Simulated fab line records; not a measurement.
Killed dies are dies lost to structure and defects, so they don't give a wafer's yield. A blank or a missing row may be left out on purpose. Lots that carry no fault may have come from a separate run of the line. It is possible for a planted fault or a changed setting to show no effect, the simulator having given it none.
Which tool was responsible?	flow n5-finfet	9 lots, 27 wafers sampled, at 5 steps of a route of 1938

== WHAT THE GAUGES READ, wafer by wafer ==
N5_BEOL_M0_SAQP_CD_MEAS_14: target cd 42.5 nm. Usual: 42.42 nm for cd-nm, sd 0.26.
lot	measured	on	cd-nm (nm)	flag
L578	day 6 06:16	cd-sem-02	42.62 42.43 42.32	
L580	day 6 14:01	cd-sem-03	42.86 42.68 42.78	
L582	day 7 07:49	cd-sem-02	42.49 42.57 42.41	
L585	day 7 20:55	cd-sem-03	42.38 42.72 42.44	
L592	day 9 12:53	cd-sem-02	42.23 42.62 42.26	
L595	day 10 07:16	cd-sem-03	42.49 42.74 42.17	
L596	day 10 15:25	cd-sem-03	42.29 42.04 42.57	
L597	day 10 19:02	cd-sem-02	42.51 42.57 42.20	
L598	day 10 23:55	cd-sem-01	42.79 42.19 42.62	

N5_BEOL_M4_RC_MEAS_101. Usual: DIBL_N 35.8 mV/V, standard deviation 1.5; DIBL_P 35.8 mV/V, standard deviation 1.7; IOFF_N 0.151 nA/um, standard deviation 0.022; IOFF_P 0.204 nA/um, standard deviation 0.027; ION_N 673 uA/um, standard deviation 8.6; ION_P 462 uA/um, standard deviation 5.4; SS_N 71.4 mV/dec, standard deviation 0.54; SS_P 73.3 mV/dec, standard deviation 0.56; VT_N 250.5 mV, standard deviation 2.6; VT_P -251 mV, standard deviation 3.1.
lot	measured	on	DIBL_N (mV/V)	DIBL_P (mV/V)	IOFF_N (nA/um)	IOFF_P (nA/um)	ION_N (uA/um)	ION_P (uA/um)	SS_N (mV/dec)	SS_P (mV/dec)	VT_N (mV)	VT_P (mV)	flag
L578	day 9 08:01	prober-02	36.6 37.6 36.5	38.6 39.3 38.5	0.191 0.206 0.187	0.231 0.252 0.234	677 685 674	460 470 464	72.1 72.5 72.7	73.5 74.6 74.6	248.0 244.0 248.2	-251 -247 -247	
L580	day 9 09:43	prober-01	35.7 37.4 36.9	35.7 38.1 38.1	0.134 0.174 0.166	0.195 0.230 0.226	666 678 674	460 464 465	70.8 72.0 71.2	73.8 73.9 73.9	251.8 247.8 247.5	-251 -248 -248	
L582	day 9 21:02	prober-01	35.9 37.2 34.3	35.1 35.1 32.0	0.147 0.158 0.118	0.208 0.207 0.164	672 672 659	461 460 457	71.2 72.3 71.1	73.5 73.6 72.1	249.1 249.3 252.1	-250 -251 -254	
L585	day 10 15:25	prober-01	36.2 35.1 36.1	36.6 35.4 35.4	0.162 0.136 0.149	0.206 0.191 0.187	677 669 672	460 462 457	72.1 72.1 71.4	73.0 72.4 73.0	248.5 253.7 251.0	-249 -251 -253	
L592	day 12 04:54	prober-02	35.3 35.0 35.6	35.3 34.6 35.6	0.163 0.152 0.161	0.191 0.175 0.190	676 676 665	464 460 454	70.1 71.7 72.0	73.3 72.3 72.9	248.6 249.7 249.3	-249 -254 -252	
L595	day 13 05:35	prober-01	35.5 34.6 34.8	35.9 34.2 34.8	0.154 0.140 0.146	0.236 0.209 0.215	683 671 678	470 460 466	71.2 71.5 71.4	73.3 73.4 73.5	249.0 249.2 249.4	-248 -248 -249	
L596	day 13 08:37	prober-02	37.3 37.9 36.8	36.4 36.9 36.5	0.142 0.149 0.144	0.227 0.240 0.223	665 675 667	462 470 467	72.2 71.3 71.2	74.1 73.2 73.3	252.5 251.5 251.5	-248 -247 -249	
L597	day 13 09:00	prober-01	35.9 35.7 35.5	36.2 37.0 36.0	0.163 0.162 0.160	0.224 0.232 0.228	680 677 685	471 472 468	71.2 71.3 70.9	73.9 74.4 73.7	248.4 247.8 250.4	-248 -249 -251	
L598	day 13 16:02	prober-02	35.6 36.6 36.2	34.9 36.5 35.5	0.128 0.145 0.137	0.158 0.184 0.164	664 664 670	450 461 460	71.2 71.8 70.7	72.5 72.6 73.4	251.8 250.5 250.4	-256 -252 -254	

== TOOL THAT RAN EACH LOT (tool first, then ch and the chambers of the sampled wafers, then the start) ==
lot	N5_BEOL_M0_SAQP_MANDREL_ETCH_20	N5_BEOL_M0_SAQP_SPACER1_ALD_98	N5_BEOL_M0_SAQP_MANDREL1_REMOVE_100
L578	rie-si-01 ch 2,3, day 6 06:52	ald-sin-01 ch 0,2,3, day 6 07:28	rie-si-02 ch 0,2,3, day 6 08:02
L580	rie-si-01 ch 1,2,3, day 6 14:23	ald-sin-01 ch 1,2, day 6 15:00	rie-si-02 ch 1,2,3, day 6 15:36
L582	rie-si-01 ch 1,2, day 7 08:11	ald-sin-03 ch 0,3, day 7 09:17	rie-si-01 ch 0,1,3, day 7 09:51
L585	rie-si-01 ch 0,1, day 7 21:21	ald-sin-01 ch 0,2,3, day 7 21:58	rie-si-05 ch 0,1,2, day 7 22:33
L592	rie-si-02 ch 1,2,3, day 9 13:15	ald-sin-03 ch 0,1,2, day 9 13:55	rie-si-05 ch 0,1,2, day 9 14:31
L595	rie-si-02 ch 1,3, day 10 07:37	ald-sin-01 ch 0,1,3, day 10 08:14	rie-si-05 ch 0,2,3, day 10 08:48
L596	rie-si-01 ch 0,1,3, day 10 15:46	ald-sin-02 ch 1,2,3, day 10 16:23	rie-si-05 ch 1,2,3, day 10 16:57
L597	rie-si-01 ch 0,2,3, day 10 19:45	ald-sin-02 ch 1,2,3, day 10 20:22	rie-si-05 ch 1,2,3, day 10 21:00
L598	rie-si-05 ch 1,2,3, day 11 00:16	ald-sin-03 ch 0,1,3, day 11 00:53	rie-si-05 ch 0,1,3, day 11 01:27
- N5_BEOL_M0_SAQP_MANDREL_ETCH_20: etches a-Si in HBr/Cl2, stops on SiNx, target depth 60 nm, bt time 10 s, time 30 s.
- N5_BEOL_M0_SAQP_SPACER1_ALD_98: deposits SiO2, target thk 12.8 nm, pulse time 1 s, purge time 2 s.
- N5_BEOL_M0_SAQP_MANDREL1_REMOVE_100: chemistry HBr/Cl2/O2, target a-Si, stops on SiNx, bt time 10 s.

== AS READ BY THE TOOLS THEMSELVES (means over the sampled wafers that have a number; for cases with no such wafer, the mark the record gives instead) ==
N5_BEOL_M0_SAQP_MANDREL_ETCH_20. Usual: bias-w 75.01 W, standard deviation 0.22; drypump-motor-current-A 5.9 A, standard deviation 0.3; oes-product-au 0.770 a.u., standard deviation 0.014; rf-fwd-power-W 795.4 W, standard deviation 2.5; throttle-valve-pct 35.3 %, standard deviation 0.31.
lot	tool	bias-w (W)	drypump-motor-current-A (A)	oes-product-au (a.u.)	rf-fwd-power-W (W)	throttle-valve-pct (%)	flag
L578	rie-si-01	74.92	6.3	0.764	796.8	35.5	
L580	rie-si-01	75.00	6.1	0.769	793.9	35.4	
L582	rie-si-01	82.14	6.1	0.787	797.2	35.1	OFF
L585	rie-si-01	82.28	5.8	0.778	796.9	35.5	OFF
L592	rie-si-02	75.29	5.7	0.762	795.5	35.4	
L595	rie-si-02	75.02	6.1	0.766	795.3	35.2	
L596	rie-si-01	75.17	5.9	0.755	793.1	35.5	
L597	rie-si-01	75.10	6.2	0.764	794.7	35.5	
L598	rie-si-05	74.80	5.8	0.777	797.6	35.1	

N5_BEOL_M0_SAQP_SPACER1_ALD_98. Usual: heater-power-w 465 W, standard deviation 46; precursor-pulse-height-rel 1.002, standard deviation 0.021.
lot	tool	heater-power-w (W)	precursor-pulse-height-rel	flag
L578	ald-sin-01	457	1.002	
L580	ald-sin-01	434	1.001	
L582	ald-sin-03	411	1.001	
L585	ald-sin-01	454	1.008	
L592	ald-sin-03	493	0.999	
L595	ald-sin-01	478	1.006	
L596	ald-sin-02	461	1.006	
L597	ald-sin-02	468	1.004	
L598	ald-sin-03	474	1.017	

N5_BEOL_M0_SAQP_MANDREL1_REMOVE_100. Usual: drypump-motor-current-A 5.9 A, standard deviation 0.32; oes-product-au 0.994 a.u., standard deviation 0.015; rf-fwd-power-W 596.6 W, standard deviation 1.8; throttle-valve-pct 36.6 %, standard deviation 0.3.
lot	tool	drypump-motor-current-A (A)	oes-product-au (a.u.)	rf-fwd-power-W (W)	throttle-valve-pct (%)	flag
L578	rie-si-02	5.7	0.992	596.2	36.7	
L580	rie-si-02	5.8	0.993	596.4	36.7	
L582	rie-si-01	5.9	0.999	596.1	36.8	
L585	rie-si-05	6.0	0.991	595.1	36.4	
L592	rie-si-05	6.0	0.996	596.8	36.4	
L595	rie-si-05	5.9	0.993	594.7	36.5	
L596	rie-si-05	5.8	0.991	597.5	36.3	
L597	rie-si-05	5.9	1.004	597.0	36.3	
L598	rie-si-05	5.8	1.001	596.0	36.6	

== THE ANSWER, worked out from the rows above alone ==
Rule: a lot counts as off when the mean over its wafers that have a number is more than 3 standard deviations away from the usual mean. A lot without any number at a reading at which 4 lots or more have one is off too. The other lots that the step has rows for count as sound. First the gauges in route order, then the tools' own readings, where a lot's mean is used as printed above. The first step at which some lot is off is used, and at that step the reading that is off furthest; a lot without a number counts as furthest.
Off: L582, L585, at N5_BEOL_M0_SAQP_MANDREL_ETCH_20 (bias-w).
If a tool, at that step or one of the process steps before it, ran each lot that is off and ran no sound lot following the first of them, it fits. Of those tried, none fits.

== WHAT HAD BEEN PUT IN BY THE SIMULATOR ==
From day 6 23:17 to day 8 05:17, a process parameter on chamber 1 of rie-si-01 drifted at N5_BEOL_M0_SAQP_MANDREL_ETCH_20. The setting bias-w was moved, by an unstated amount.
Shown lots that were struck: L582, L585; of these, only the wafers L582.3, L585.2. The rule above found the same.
